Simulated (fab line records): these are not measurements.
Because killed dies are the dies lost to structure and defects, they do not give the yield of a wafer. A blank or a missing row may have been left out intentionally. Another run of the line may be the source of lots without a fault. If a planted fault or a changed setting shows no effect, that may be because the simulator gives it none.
fab line records | flow nandHarc
[record] lots = 11 | wafers = 33 | lastDay = 24
route steps=1159 shown P_M1@306 P_M2@323 END@1159
lots that met no fault: taken from a fault-free run of the same line
startH: hours from the record's opening day to when the first of the lot's shown wafers began | waitH: hours elapsed since this lot's preceding step | " identical to the entry in the row above | L1.1+2: a row that stands for several wafers | - no value present, or no start provided | * or withheld: withheld | < > ~ a bound
route shown NAME@n: NAME is a module with steps in the file, n the number in the route of the first one | usual: mean/standard deviation taken from wafers without a fault | same: alike in all rows | chamber/n: place in a boat | sites: each site's reading | _std_site: standard deviation of those values | _edge_site: inner sites' mean taken away from outer sites' mean | radiusMm: for every site, how far away it sits from the centre of the wafer | mask NAME#n: copy n | behind: the most recent tool/chamber to have shaped the wafer | hold: reason for holding the lot/hours on hold/outcome of the hold | device: the transistor (n, p or np) that didn't switch | end of line: tests run on the same wafers once the route is complete | a step with no rows: only its recipe | killed: the dies lost at the first sort to structure and to defects; this is not the yield of the wafer | map: shows each die of a wafer: x if killed, . if not, _ if none is there
set.NAME: the setting as run; set.NAME@STEP: as run at that earlier step | model.NAME: the simulator's own value behind a step, which no gauge read
route steps across a sampled set of lots; one table per step, one row per wafer
services: a tool's chamber out of use, with start hour (startH, from the record's first day; less than 0 if before it), hours out, and reason
[[steps]]
[step NHARC_P_M1_PRE_CLEAN_30]
[recipe] timeS = 30 | tempC = 280 | gas = H2/He
[usual] heaterPowerW = 426/40
lot.wafer | tool          | chamber | startH | waitH | heaterPowerW
L297.2    | pvdSputter-03 | -       | -      | -     | 377
L297.5    | "             | -       | "      | "     | 377
L297.6    | "             | -       | "      | "     | 397
L296.2    | pvdSputter-01 | -       | -      | -     | 471
L296.3    | "             | -       | "      | "     | 426
L296.5    | "             | -       | "      | "     | 474
L298.1    | pvdSputter-03 | -       | -      | -     | 384
L298.2    | "             | -       | "      | "     | 414
L298.6    | "             | -       | "      | "     | 421
L299.4    | pvdSputter-02 | -       | -      | -     | 409
L299.3    | "             | -       | "      | "     | 418
L299.2    | "             | -       | "      | "     | 366
L300.3    | pvdSputter-02 | -       | -      | -     | 424
L300.2    | "             | -       | "      | "     | 516
L300.1    | "             | -       | "      | "     | 361
L301.2    | pvdSputter-02 | -       | -      | -     | 417
L301.4    | "             | -       | "      | "     | 528
L301.3    | "             | -       | "      | "     | 369
L308.3    | pvdSputter-01 | -       | -      | -     | 425
L308.6    | "             | -       | "      | "     | 424
L308.5    | "             | -       | "      | "     | 448
L312.1    | pvdSputter-03 | -       | -      | -     | 436
L312.5    | "             | -       | "      | "     | 384
L312.6    | "             | -       | "      | "     | 372
L311.1    | pvdSputter-01 | -       | -      | -     | 435
L311.3    | "             | -       | "      | "     | 455
L311.2    | "             | -       | "      | "     | 493
L313.2    | pvdSputter-03 | -       | -      | -     | 380
L313.6    | "             | -       | "      | "     | 418
L313.5    | "             | -       | "      | "     | 384
L314.2    | pvdSputter-01 | -       | -      | -     | 426
L314.1    | "             | -       | "      | "     | 447
L314.4    | "             | -       | "      | "     | 489
[step NHARC_P_M1_PRE_CLEAN_32]
[recipe] timeS = 12 | tempC = 370 | rfPowerW = 300 | gas = NH3
[usual] heaterPowerOuterW = 403/63 | heaterPowerW = 662/78
lot.wafer | tool     | chamber | startH | waitH | heaterPowerOuterW | heaterPowerW | sinceWetCleanH
L297.2    | pecvd-02 | 1       | 133.60 | 0.1   | 484               | 816          | 149
L297.5    | "        | 2       | "      | "     | 408               | 649          | -
L297.6    | "        | 0       | "      | "     | 474               | 731          | -
L296.2    | pecvd-03 | 2       | 134.29 | 0.1   | 298               | 567          | 10
L296.3    | "        | 1       | "      | "     | 465               | 766          | 10
L296.5    | "        | 2       | "      | "     | 296               | 571          | -
L298.1    | pecvd-02 | 1       | 134.94 | 0.1   | 504               | 824          | 150
L298.2    | "        | 2       | "      | "     | 378               | 631          | 150
L298.6    | "        | 2       | "      | "     | 390               | 627          | -
L299.2    | pecvd-02 | 1       | 141.17 | 0.1   | 516               | 843          | 156
L299.3    | "        | 0       | "      | "     | 475               | 724          | 156
L299.4    | "        | 1       | "      | "     | 521               | 802          | -
L300.1    | pecvd-04 | 0       | 153.39 | 0.1   | 278               | 510          | 126
L300.2    | "        | 1       | "      | "     | 352               | 593          | 126
L300.3    | "        | 2       | "      | "     | 447               | 765          | 126
L301.2    | pecvd-03 | 2       | 158.77 | 0.1   | 321               | 586          | 35
L301.3    | "        | 0       | "      | "     | 436               | 716          | 35
L301.4    | "        | 1       | "      | "     | 438               | 757          | -
L308.3    | pecvd-02 | 1       | 218.90 | 0.1   | 457               | 725          | 53
L308.6    | "        | 2       | "      | "     | 407               | 678          | -
L308.5    | "        | 1       | "      | "     | 455               | 720          | -
L312.1    | pecvd-02 | 0       | 220.05 | 0.1   | 464               | 722          | 54
L312.5    | "        | 1       | "      | "     | 497               | 774          | -
L312.6    | "        | 2       | "      | "     | 386               | 634          | -
L311.3    | pecvd-03 | 1       | 221.00 | 0.1   | 494               | 766          | 97
L311.1    | "        | 2       | "      | "     | 330               | 625          | 97
L311.2    | "        | 0       | "      | "     | 369               | 614          | 97
L313.2    | pecvd-02 | 2       | 228.83 | 0.2   | 383               | 628          | 63
L313.5    | "        | 2       | "      | "     | 388               | 628          | -
L313.6    | "        | 0       | "      | "     | 475               | 731          | -
L314.2    | pecvd-02 | 1       | 235.95 | 0.1   | 436               | 696          | 70
L314.1    | "        | 2       | "      | "     | 352               | 590          | 70
L314.4    | "        | 0       | "      | "     | 420               | 674          | -
[step NHARC_P_M2_SOFTBAKE_04]
[recipe] tempC = 105 | timeS = 55
[usual] heaterPowerTotalW = 188.45/0.14 | plateTempC = 104.96/0.13
lot.wafer | tool          | chamber | startH | waitH | heaterPowerTotalW | plateTempC
L297.2    | lithoTrack-06 | 0       | 134    | -     | 188.77            | 105.11
L297.5    | "             | 0       | "      | "     | 188.68            | 105.08
L297.6    | "             | 0       | "      | "     | 188.38            | 105.09
L296.2    | lithoTrack-06 | 0       | 135    | -     | 188.36            | 104.96
L296.3    | "             | 0       | "      | "     | 188.34            | 104.99
L296.5    | "             | 0       | "      | "     | 188.46            | 104.83
L298.1    | lithoTrack-04 | 0       | 135    | -     | 188.40            | 104.77
L298.2    | "             | 0       | "      | "     | 188.34            | 104.81
L298.6    | "             | 0       | "      | "     | 188.31            | 104.82
L299.2    | lithoTrack-06 | 0       | 142    | -     | 188.31            | 104.92
L299.3    | "             | 0       | "      | "     | 188.28            | 104.88
L299.4    | "             | 0       | "      | "     | 188.35            | 104.95
L300.1    | lithoTrack-06 | 0       | 154    | -     | 188.32            | 105.10
L300.2    | "             | 0       | "      | "     | 188.36            | 105.09
L300.3    | "             | 0       | "      | "     | 188.51            | 105.19
L301.2    | lithoTrack-04 | 0       | 159    | -     | 188.37            | 104.92
L301.3    | "             | 0       | "      | "     | 188.50            | 104.93
L301.4    | "             | 0       | "      | "     | 188.39            | 104.88
L308.3    | lithoTrack-01 | 0       | 219    | -     | 202.95            | 110.81
L308.5    | "             | 0       | "      | "     | 202.61            | 110.70
L308.6    | "             | 0       | "      | "     | 202.56            | 110.81
L312.1    | lithoTrack-06 | 0       | 220    | -     | 188.44            | 104.67
L312.5    | "             | 0       | "      | "     | 188.49            | 105.01
L312.6    | "             | 0       | "      | "     | 188.38            | 104.88
L311.1    | lithoTrack-01 | 0       | 221    | -     | 202.54            | 110.81
L311.2    | "             | 0       | "      | "     | 202.61            | 110.79
L311.3    | "             | 0       | "      | "     | 202.68            | 110.75
L313.2    | lithoTrack-06 | 0       | 229    | -     | 188.28            | 105.16
L313.5    | "             | 0       | "      | "     | 188.51            | 105.23
L313.6    | "             | 0       | "      | "     | 188.65            | 105.05
L314.1    | lithoTrack-06 | 0       | 236    | -     | 188.36            | 105.17
L314.2    | "             | 0       | "      | "     | 188.50            | 104.86
L314.4    | "             | 0       | "      | "     | 188.58            | 104.80
[step NHARC_P_M2_ETCH_35]
[recipe] targetDepthA = 400 | overetchA = 120 | timeS = 43.94 | ionEnergyEv = 200 | n2FlowSccm = 150 | h2FlowSccm = 150 | arFlowSccm = 0 | rfW = 400 | biasW = 150 | chemistry = N2/H2
[usual] biasW = 150.0/0.43 | drypumpMotorCurrentA = 5.6/0.33 | mfcArSccm = 0.012/0.0089 | n2FlowSccm = 150.0/0.47 | oesProductAu = 0.998/0.0069 | rfVppV = 429.1/2.5 | showerheadPlenumPTorr = 1.99/0.088 | throttleValvePct = 14.172/0.0097
lot.wafer | tool       | chamber | startH | waitH | biasW | drypumpMotorCurrentA | mfcArSccm | n2FlowSccm | oesProductAu | rfHoursCounterH | rfVppV | showerheadPlenumPTorr | throttleValvePct
L297.2    | rieDiel-09 | 2       | 135.33 | 0.1   | 150.5 | 5.6                  | 0.017     | 149.0      | 0.992        | 2               | 428.0  | 1.95                  | 14.153
L297.5    | "          | 2       | "      | "     | 149.8 | 5.6                  | 0.017     | 150.2      | 0.995        | -               | 428.3  | 1.95                  | 14.166
L297.6    | "          | 3       | "      | "     | 149.8 | 5.5                  | 0.010     | 149.8      | 0.995        | -               | 426.6  | 1.90                  | 14.170
L296.3    | rieDiel-04 | 3       | 135.91 | 0.1   | 149.8 | 4.9                  | 0.012     | 150.3      | 1.005        | 2               | 427.0  | 1.92                  | 14.189
L296.2    | "          | 0       | "      | "     | 149.5 | 6.4                  | 0.023     | 149.7      | 0.999        | 2               | 431.1  | 2.07                  | 14.168
L296.5    | "          | 3       | "      | "     | 149.7 | 4.9                  | 0.012     | 150.2      | 0.997        | -               | 426.8  | 1.92                  | 14.188
L298.2    | rieDiel-09 | 3       | 136.55 | 0.1   | 150.9 | 5.5                  | 0.010     | 150.2      | 0.997        | 2               | 426.5  | 1.90                  | 14.172
L298.1    | "          | 2       | "      | "     | 150.8 | 5.6                  | 0.017     | 150.7      | 1.012        | 2               | 425.7  | 1.95                  | 14.170
L298.6    | "          | 3       | "      | "     | 149.9 | 5.5                  | 0.010     | 150.0      | 0.996        | -               | 426.2  | 1.90                  | 14.161
L299.3    | rieDiel-04 | 0       | 142.80 | 0.1   | 150.2 | 6.4                  | 0.023     | 150.2      | 1.011        | 3               | 430.7  | 2.07                  | 14.157
L299.2    | "          | 1       | "      | "     | 150.1 | 5.3                  | 0         | 150.8      | 0.989        | 4               | 427.8  | 1.95                  | 14.166
L299.4    | "          | 3       | "      | "     | 150.0 | 4.9                  | 0.012     | 149.9      | 1.003        | 3               | 427.6  | 1.92                  | 14.168
L300.1    | rieDiel-09 | 3       | 155.00 | 0.1   | 149.2 | 5.5                  | 0.010     | 149.8      | 0.999        | 3               | 426.2  | 1.90                  | 14.169
L300.2    | "          | 0       | "      | "     | 150.2 | 5.8                  | 0.024     | 150.2      | 0.986        | 3               | 429.4  | 2.00                  | 14.156
L300.3    | "          | 2       | "      | "     | 149.3 | 5.6                  | 0.017     | 149.9      | 0.987        | 3               | 428.1  | 1.95                  | 14.171
L301.4    | rieDiel-02 | 3       | 160.34 | 0.1   | 149.8 | 6.4                  | 0         | 149.7      | 1.007        | 0               | 427.2  | 1.92                  | 14.176
L301.2    | "          | 0       | "      | "     | 149.0 | 5.7                  | 0.022     | 150.4      | 0.999        | 0               | 428.8  | 1.93                  | 14.146
L301.3    | "          | 1       | "      | "     | 150.2 | 6.3                  | 0         | 149.5      | 1.019        | 0               | 426.9  | 1.92                  | 14.168
L308.3    | rieDiel-09 | 2       | 220.46 | 0.1   | 149.9 | 5.6                  | 0.017     | 149.6      | 0.999        | 5               | 428.6  | 1.95                  | 14.177
L308.6    | "          | 2       | "      | "     | 150.3 | 5.6                  | 0.017     | 150.1      | 0.989        | -               | 428.8  | 1.95                  | 14.169
L308.5    | "          | 3       | "      | "     | 150.3 | 5.5                  | 0.010     | 150.4      | 1.003        | -               | 427.2  | 1.90                  | 14.152
L312.1    | rieDiel-09 | 3       | 221.66 | 0.1   | 150.0 | 5.5                  | 0.010     | 150.3      | 0.995        | 5               | 426.0  | 1.90                  | 14.175
L312.5    | "          | 3       | "      | "     | 149.8 | 5.5                  | 0.010     | 150.4      | 0.995        | -               | 424.6  | 1.90                  | 14.180
L312.6    | "          | 0       | "      | "     | 150.1 | 5.8                  | 0.024     | 149.3      | 0.990        | -               | 430.6  | 2.00                  | 14.175
L311.1    | rieDiel-09 | 2       | 222.47 | 0.1   | 149.9 | 5.6                  | 0.017     | 151.1      | 1.003        | 5               | 428.1  | 1.95                  | 14.177
L311.3    | "          | 3       | "      | "     | 150.9 | 5.5                  | 0.010     | 150.0      | 1.009        | 5               | 425.4  | 1.90                  | 14.183
L311.2    | "          | 1       | "      | "     | 149.7 | 6.0                  | 0         | 149.5      | 1.004        | 5               | 434.2  | 2.15                  | 14.180
L313.2    | rieDiel-09 | 3       | 230.31 | 0.1   | 150.5 | 5.5                  | 0.010     | 150.1      | 0.984        | 6               | 427.1  | 1.90                  | 14.163
L313.5    | "          | 3       | "      | "     | 149.9 | 5.5                  | 0.010     | 149.9      | 0.997        | -               | 428.7  | 1.90                  | 14.168
L313.6    | "          | 0       | "      | "     | 149.7 | 5.8                  | 0.024     | 150.1      | 0.999        | -               | 429.4  | 2.00                  | 14.173
L314.4    | rieDiel-09 | 3       | 237.53 | 0.1   | 150.3 | 5.5                  | 0.010     | 149.7      | 0.998        | 6               | 426.4  | 1.90                  | 14.177
L314.2    | "          | 0       | "      | "     | 150.1 | 5.8                  | 0.024     | 150.6      | 1.000        | 6               | 430.3  | 2.00                  | 14.168
L314.1    | "          | 2       | "      | "     | 150.0 | 5.6                  | 0.017     | 150.5      | 0.983        | 6               | 427.3  | 1.95                  | 14.173
[step NHARC_END_SORT_01]
[recipe] tempC = 25
[usual] defectLimitedYield = 95.0/1.7 | killedAtArray = 29/12 | killedAtOther = 0.7/1 | killedAtPeriphery = 4/3.2 | killedDies = 34/12 | killedOpen = 3.4/2 | killedShort = 1.8/1.3 | sort_bin_2_pct = 1.6/0.7 | sort_bin_3_pct = 0.26/0.23 | sort_bin_4_pct = 3.1/1.1 | sortNPass = 643/12 | sortRimYieldPct = 96.4/2.6 | sortYieldPct = 95.0/1.7
[same] grossDies = 677 | sort_bin_5_pct[%] = 0 | sort_bin_6_pct[%] = 0 | sort_bin_7_pct[%] = 0 | sort_bin_8_pct[%] = 0 | sortRimNGross = 106.00
lot.wafer | tool      | chamber | startH | waitH | defectLimitedYield[%] | killedAtArray | killedAtOther | killedAtPeriphery | killedDies | killedOpen | killedShort | sort_bin_2_pct[%] | sort_bin_3_pct[%] | sort_bin_4_pct[%] | sortNPass | sortRimYieldPct[%] | sortYieldPct[%]
L297.2    | prober-02 | 0       | 461.71 | 2.8   | 95.9                  | 23            | 1             | 4                 | 28         | 5          | 1           | 1.8               | 0                 | 2.4               | 649       | 95.3               | 95.9
L297.5    | prober-02 | 0       | 464.11 | 3.7   | 96.3                  | 21            | 0             | 4                 | 25         | 3          | 0           | 1.2               | 0.30              | 2.2               | 652       | 95.3               | 96.3
L297.6    | prober-02 | 0       | 464.91 | 4.0   | 95.6                  | 27            | 0             | 3                 | 30         | 3          | 1           | 1.5               | 0.15              | 2.8               | 647       | 97.2               | 95.6
L308.3    | prober-01 | 0       | 531.71 | 3.1   | 96.8                  | 19            | 0             | 3                 | 22         | 2          | 0           | 0.3               | 0                 | 3.0               | 655       | 98.1               | 96.8
L308.5    | prober-01 | 0       | 533.32 | 3.7   | 96.6                  | 22            | 1             | 0                 | 23         | 1          | 2           | 1.2               | 0.15              | 2.1               | 654       | 97.2               | 96.6
L308.6    | prober-01 | 0       | 534.12 | 4.0   | 97.8                  | 14            | 0             | 1                 | 15         | 2          | 2           | 0.9               | 0.15              | 1.2               | 662       | 97.2               | 97.8
L311.1    | prober-02 | 0       | 544.54 | 2.5   | 96.2                  | 25            | 1             | 0                 | 26         | 3          | 0           | 1.5               | 0.15              | 2.2               | 651       | 91.5               | 96.2
L311.2    | prober-02 | 0       | 545.34 | 2.8   | 93.5                  | 41            | 0             | 3                 | 44         | 7          | 2           | 1.8               | 0.15              | 4.6               | 633       | 97.2               | 93.5
L311.3    | prober-02 | 0       | 546.14 | 3.1   | 93.5                  | 38            | 0             | 6                 | 44         | 4          | 3           | 3.0               | 0                 | 3.5               | 633       | 88.7               | 93.5
L313.2    | prober-01 | 0       | 545.33 | 2.8   | 92.3                  | 46            | 0             | 6                 | 52         | 5          | 1           | 2.4               | 0.44              | 4.9               | 625       | 98.1               | 92.3
L313.5    | prober-01 | 0       | 547.71 | 3.7   | 94.7                  | 28            | 0             | 8                 | 36         | 1          | 1           | 2.7               | 0.15              | 2.5               | 641       | 100.0              | 94.7
L313.6    | prober-01 | 0       | 548.51 | 4.0   | 93.4                  | 39            | 0             | 6                 | 45         | 1          | 2           | 1.6               | 0.59              | 4.4               | 632       | 96.2               | 93.4
L312.1    | prober-01 | 0       | 552.36 | 2.6   | 93.4                  | 29            | 0             | 16                | 45         | 4          | 4           | 2.5               | 0.15              | 4.0               | 632       | 93.4               | 93.4
L312.5    | prober-01 | 0       | 555.53 | 3.7   | 94.5                  | 23            | 1             | 13                | 37         | 2          | 0           | 1.3               | 0.30              | 3.8               | 640       | 93.4               | 94.5
L312.6    | prober-01 | 0       | 556.32 | 4.0   | 94.4                  | 27            | 2             | 9                 | 38         | 3          | 2           | 2.1               | 0.15              | 3.4               | 639       | 92.5               | 94.4
// killed by level:class
L297.2 A_SLIT:chamberFilmFlake=13 A_CHANNEL_HOLE_D1:chamberFilmFlake=7 P_GATE:geometricParticle:open=1 P_CONTACT:geometricParticle:open=1 P_M0:geometricParticle:open=1 A_SGD_CUT:geometricParticle:open=1 A_CONTACT:geometricParticle:open=1 P_BONDPAD:chamberFilmFlake=1
L297.5 A_CHANNEL_HOLE_D1:chamberFilmFlake=10 A_SLIT:chamberFilmFlake=8 P_ZERO_WELL:chamberFilmFlake=3 P_STI:geometricParticle:open=1 A_BLC:geometricParticle:open=1 A_M0:geometricParticle:open=1 A_STAIRCASE:chamberFilmFlake=1
L297.6 A_SLIT:chamberFilmFlake=12 A_CHANNEL_HOLE_D1:chamberFilmFlake=10 P_ZERO_WELL:chamberFilmFlake=2 P_M1:geometricParticle:open=1 A_SGD_CUT:geometricParticle:short=1 A_CONTACT:geometricParticle:open=1 A_M0:geometricParticle:open=1 A_CHANNEL_FILL_D1:chamberFilmFlake=1
L308.3 A_STAIRCASE:chamberFilmFlake=8 A_CHANNEL_HOLE_D1:chamberFilmFlake=6 A_CONTACT:chamberFilmFlake=4 P_ZERO_WELL:geometricParticle:open=1 A_WL_FILL:geometricParticle:open=1 P_CONTACT:chamberFilmFlake=1 P_M2:chamberFilmFlake=1
L308.5 A_STAIRCASE:chamberFilmFlake=10 A_CHANNEL_HOLE_D1:chamberFilmFlake=7 A_CONTACT:chamberFilmFlake=3 A_M0:geometricParticle:short=1 A_M0:geometricParticle:open=1 STARTING-WAFER:geometricParticle:short=1
L308.6 A_CHANNEL_HOLE_D1:chamberFilmFlake=4 A_STAIRCASE:chamberFilmFlake=4 A_CONTACT:geometricParticle:open=2 A_CONTACT:chamberFilmFlake=2 P_GATE:geometricParticle:short=1 A_BLC:geometricParticle:short=1 A_SLIT:chamberFilmFlake=1
L311.1 A_CHANNEL_HOLE_D1:chamberFilmFlake=8 A_STAIRCASE:chamberFilmFlake=6 A_CONTACT:chamberFilmFlake=5 A_SLIT:chamberFilmFlake=3 A_CONTACT:geometricParticle:open=2 A_WL_FILL:geometricParticle:open=1 THIN_TSV:chamberFilmFlake=1
L313.2 A_SLIT:chamberFilmFlake=17 A_CHANNEL_HOLE_D1:chamberFilmFlake=14 A_CONTACT:chamberFilmFlake=4 P_M1:chamberFilmFlake=3 A_STAIRCASE:chamberFilmFlake=3 P_CONTACT:chamberFilmFlake=2 A_WL_FILL:chamberFilmFlake=2 A_SGD_CUT:geometricParticle:open=1
L311.2 A_CHANNEL_HOLE_D1:chamberFilmFlake=21 A_CONTACT:chamberFilmFlake=7 A_STAIRCASE:chamberFilmFlake=5 A_WL_FILL:geometricParticle:short=2 A_BLC:geometricParticle:open=2 P_STI:chamberFilmFlake=2 P_M2:geometricParticle:open=1 A_SOURCE_PLATE:geometricParticle:open=1
L311.3 A_CHANNEL_HOLE_D1:chamberFilmFlake=17 A_CONTACT:chamberFilmFlake=9 P_CONTACT:chamberFilmFlake=4 A_STAIRCASE:chamberFilmFlake=4 A_SLIT:chamberFilmFlake=3 A_SLIT:geometricParticle:open=2 P_M0:geometricParticle:open=1 P_M2:geometricParticle:open=1
L313.5 A_SLIT:chamberFilmFlake=14 A_CHANNEL_HOLE_D1:chamberFilmFlake=10 P_GATE:chamberFilmFlake=3 A_CONTACT:chamberFilmFlake=3 P_M1:chamberFilmFlake=2 P_M1:geometricParticle:open=1 P_M1:geometricParticle:short=1 P_CONTACT:chamberFilmFlake=1
L313.6 A_CHANNEL_HOLE_D1:chamberFilmFlake=15 A_SLIT:chamberFilmFlake=14 A_CONTACT:chamberFilmFlake=6 P_STI:chamberFilmFlake=2 P_M1:chamberFilmFlake=2 A_STAIRCASE:chamberFilmFlake=2 P_CONTACT:geometricParticle:open=1 A_SLIT:geometricParticle:short=1
L312.1 A_CONTACT:chamberFilmFlake=11 P_CONTACT:chamberFilmFlake=9 A_STAIRCASE:chamberFilmFlake=7 P_ZERO_WELL:chamberFilmFlake=4 A_CHANNEL_HOLE_D1:chamberFilmFlake=4 P_CONTACT:geometricParticle:open=2 A_WL_FILL:geometricParticle:short=2 A_ZERO_WELL:chamberFilmFlake=2
L312.5 A_STAIRCASE:chamberFilmFlake=9 A_CONTACT:chamberFilmFlake=8 P_ZERO_WELL:chamberFilmFlake=7 P_CONTACT:chamberFilmFlake=6 A_CHANNEL_HOLE_D1:chamberFilmFlake=4 A_ONON_D1:geometricParticle:open=1 A_CHANNEL_FILL_D1:geometricParticle:open=1 THIN_TSV:chamberFilmFlake=1
L312.6 A_CONTACT:chamberFilmFlake=8 A_CHANNEL_HOLE_D1:chamberFilmFlake=6 A_STAIRCASE:chamberFilmFlake=6 P_ZERO_WELL:chamberFilmFlake=5 A_CONTACT:geometricParticle:open=2 P_CONTACT:chamberFilmFlake=2 THIN_TSV:chamberFilmFlake=2 A_SGD_CUT:geometricParticle:short=1
[[services]]
tool          | chamber | startH | hours | kind
rieDiel-09    | 0       | 110.60 | -     | clean
rieDiel-09    | 1       | 110.60 | -     | clean
rieDiel-09    | 2       | 110.60 | -     | clean
pecvd-03      | -       | 111.22 | 13.0  | pm
rieDiel-04    | -       | 111.95 | 9.0   | pm
lithoTrack-06 | -       | 117.00 | 7.0   | pm
pecvd-04      | 1       | 128.65 | 9.8   | repair
pvdSputter-02 | -       | 128.88 | 6.6   | repair
lithoTrack-04 | -       | 141.00 | 7.0   | pm
rieDiel-09    | 0       | 144.79 | 3.3   | repair
rieDiel-02    | -       | 151.07 | 9.0   | pm
pecvd-02      | -       | 153.24 | 13.0  | pm
rieDiel-09    | 1       | 157.88 | 4.2   | repair
rieDiel-09    | 0       | 168.54 | 1.2   | repair
pvdSputter-01 | -       | 171.17 | 10.0  | pm
pecvd-04      | -       | 172.91 | 1.1   | repair
rieDiel-04    | 1       | 181.25 | 4.5   | repair
pvdSputter-03 | -       | 185.58 | 1.2   | repair
rieDiel-04    | 1       | 188.07 | 9.5   | repair
pecvd-04      | -       | 195.00 | 13.0  | pm
pvdSputter-03 | -       | 204.83 | 6.3   | repair
rieDiel-04    | -       | 217.85 | 0.2   | repair
rieDiel-02    | 0       | 224.67 | 5.0   | repair
rieDiel-02    | 3       | 227.64 | 13.0  | repair
[[key]]
[firstSign] step = NHARC_P_M2_SOFTBAKE_04 | reading = heaterPowerTotalW | direction = up | sigmas = 99+ | usual = * | struck = *
[effect] step = NHARC_P_M2_SOFTBAKE_04 | reading = plateTempC | direction = up | sigmas = 46 | usual = * | struck = *
metAt NHARC_P_M2_SOFTBAKE_04
struckLots L308,L311
notActingAt NHARC_P_M1_PRE_CLEAN_30,NHARC_P_M1_PRE_CLEAN_32,NHARC_P_M2_ETCH_35
[fault] kind = processParameterDrift | tool = lithoTrack-01 | chamber = - | onsetH = 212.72 | steps = NHARC_P_M2_SOFTBAKE_04 | channel = tempC | offset = * | shape = step | endH = 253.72 | actsIn = * | stated = *
